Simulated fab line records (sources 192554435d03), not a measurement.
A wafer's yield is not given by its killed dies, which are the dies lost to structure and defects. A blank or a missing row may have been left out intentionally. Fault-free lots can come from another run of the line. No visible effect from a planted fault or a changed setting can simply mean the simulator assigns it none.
What tool caused it? || flow n5Finfet || 10 lots, 30 wafers sampled, at 5 steps of a route of 1938

WHAT THE GAUGES READ, wafer by wafer
N5_BEOL_M4_RC_MEAS_101.
{"lot": "L797", "measured": "day 9 04:07", "on": "prober-01", "IOFF_N (nA/um)": "0.173 0.139 0.135"}
{"lot": "L799", "measured": "day 10 12:52", "on": "prober-01", "IOFF_N (nA/um)": "0.152 0.134 0.153"}
{"lot": "L800", "measured": "day 10 03:50", "on": "prober-01", "IOFF_N (nA/um)": "0.126 0.148 0.149"}
{"lot": "L801", "measured": "day 10 22:22", "on": "prober-01", "IOFF_N (nA/um)": "0.172 0.161 0.140"}
{"lot": "L802", "measured": "day 11 10:13", "on": "prober-01", "IOFF_N (nA/um)": "0.166 0.135 0.171"}
{"lot": "L804", "measured": "day 13 01:34", "on": "prober-02", "IOFF_N (nA/um)": "0.177 0.182 0.156"}
{"lot": "L805", "measured": "day 17 15:38", "on": "prober-02", "IOFF_N (nA/um)": "0.134 0.138 0.144"}
{"lot": "L808", "measured": "day 14 12:06", "on": "prober-01", "IOFF_N (nA/um)": "0.151 0.178 0.139"}
{"lot": "L816", "measured": "day 17 07:20", "on": "prober-02", "IOFF_N (nA/um)": "4.477 3.345 3.368"}
{"lot": "L817", "measured": "day 17 06:04", "on": "prober-02", "IOFF_N (nA/um)": "4.200 2.958 4.553"}

TOOL THAT RAN EACH LOT (tool first, then ch and the chambers of the sampled wafers, then the start)
{"lot": "L797", "N5_WELL_APT_IMPLANT_32": "implanter-02 ch 0, day 1 15:43", "N5_BEOL_M4_ANNEAL_87": "pvdSputter-02, day 9 01:58", "N5_BEOL_M4_SPUTTER_88": "pvdSputter-02, day 9 02:07", "N5_BEOL_M4_ANNEAL_91": "pvdSputter-02, day 9 02:25"}
{"lot": "L799", "N5_WELL_APT_IMPLANT_32": "implanter-02 ch 0, day 2 03:44", "N5_BEOL_M4_ANNEAL_87": "pvdSputter-01, day 10 10:16", "N5_BEOL_M4_SPUTTER_88": "pvdSputter-01, day 10 10:25", "N5_BEOL_M4_ANNEAL_91": "pvdSputter-01, day 10 10:43"}
{"lot": "L800", "N5_WELL_APT_IMPLANT_32": "implanter-02 ch 0, day 2 09:19", "N5_BEOL_M4_ANNEAL_87": "pvdSputter-01, day 10 01:38", "N5_BEOL_M4_SPUTTER_88": "pvdSputter-01, day 10 01:46", "N5_BEOL_M4_ANNEAL_91": "pvdSputter-01, day 10 02:04"}
{"lot": "L801", "N5_WELL_APT_IMPLANT_32": "implanter-02 ch 0, day 2 15:25", "N5_BEOL_M4_ANNEAL_87": "pvdSputter-01, day 10 19:47", "N5_BEOL_M4_SPUTTER_88": "pvdSputter-01, day 10 19:56", "N5_BEOL_M4_ANNEAL_91": "pvdSputter-01, day 10 20:14"}
{"lot": "L802", "N5_WELL_APT_IMPLANT_32": "implanter-02 ch 0, day 2 21:14", "N5_BEOL_M4_ANNEAL_87": "pvdSputter-01, day 11 08:05", "N5_BEOL_M4_SPUTTER_88": "pvdSputter-01, day 11 08:13", "N5_BEOL_M4_ANNEAL_91": "pvdSputter-01, day 11 08:31"}
{"lot": "L804", "N5_WELL_APT_IMPLANT_32": "implanter-02 ch 0, day 3 09:11", "N5_BEOL_M4_ANNEAL_87": "pvdSputter-01, day 12 23:16", "N5_BEOL_M4_SPUTTER_88": "pvdSputter-01, day 12 23:25", "N5_BEOL_M4_ANNEAL_91": "pvdSputter-01, day 12 23:43"}
{"lot": "L805", "N5_WELL_APT_IMPLANT_32": "implanter-02 ch 0, day 3 15:14", "N5_BEOL_M4_ANNEAL_87": "pvdSputter-02, day 17 13:30", "N5_BEOL_M4_SPUTTER_88": "pvdSputter-02, day 17 13:38", "N5_BEOL_M4_ANNEAL_91": "pvdSputter-02, day 17 13:56"}
{"lot": "L808", "N5_WELL_APT_IMPLANT_32": "implanter-01 ch 0, day 4 09:40", "N5_BEOL_M4_ANNEAL_87": "pvdSputter-03, day 14 09:59", "N5_BEOL_M4_SPUTTER_88": "pvdSputter-03, day 14 10:07", "N5_BEOL_M4_ANNEAL_91": "pvdSputter-03, day 14 10:25"}
{"lot": "L816", "N5_WELL_APT_IMPLANT_32": "implanter-01 ch 0, day 6 09:47", "N5_BEOL_M4_ANNEAL_87": "pvdSputter-02, day 17 05:08", "N5_BEOL_M4_SPUTTER_88": "pvdSputter-02, day 17 05:16", "N5_BEOL_M4_ANNEAL_91": "pvdSputter-02, day 17 05:34"}
{"lot": "L817", "N5_WELL_APT_IMPLANT_32": "implanter-02 ch 0, day 6 15:47", "N5_BEOL_M4_ANNEAL_87": "pvdSputter-01, day 17 03:56", "N5_BEOL_M4_SPUTTER_88": "pvdSputter-01, day 17 04:05", "N5_BEOL_M4_ANNEAL_91": "pvdSputter-01, day 17 04:23"}
- N5_WELL_APT_IMPLANT_32
- N5_BEOL_M4_ANNEAL_87: time 240 s.
- N5_BEOL_M4_SPUTTER_88: material Cu, target thk 4.5 nm, time 8.29 s.
- N5_BEOL_M4_ANNEAL_91: time 240 s.

THE ANSWER, worked out from the rows above alone
Rule: the lots themselves supply what counts as usual. Put in order of their means at a reading, lots are off if they are a third of the lots or fewer, leave a main group of 4 or more, and stand apart from it by a gap of 3 or more times the standard deviation of the main group's means; of several such gaps the widest counts. A main group whose means are all the same, to the digits that the tables above print for the reading, isn't used. A lot without any number at a reading at which 4 lots or more have one is off too. Any other lot the step has rows for is counted as sound.
Off: at N5_BEOL_M4_RC_MEAS_101 (IOFF_N), L816, L817. Mean 0.152 nA/um and standard deviation 0.01 in the main group.
A tool fits if, at a process step before that reading, it ran every lot that is off, and no sound lot after the first of them. The gauges at N5_BEOL_M4_RC_MEAS_101 are tried like those tools. Not one of the candidates tried fits.

WHAT THE SIMULATOR HAD PUT IN
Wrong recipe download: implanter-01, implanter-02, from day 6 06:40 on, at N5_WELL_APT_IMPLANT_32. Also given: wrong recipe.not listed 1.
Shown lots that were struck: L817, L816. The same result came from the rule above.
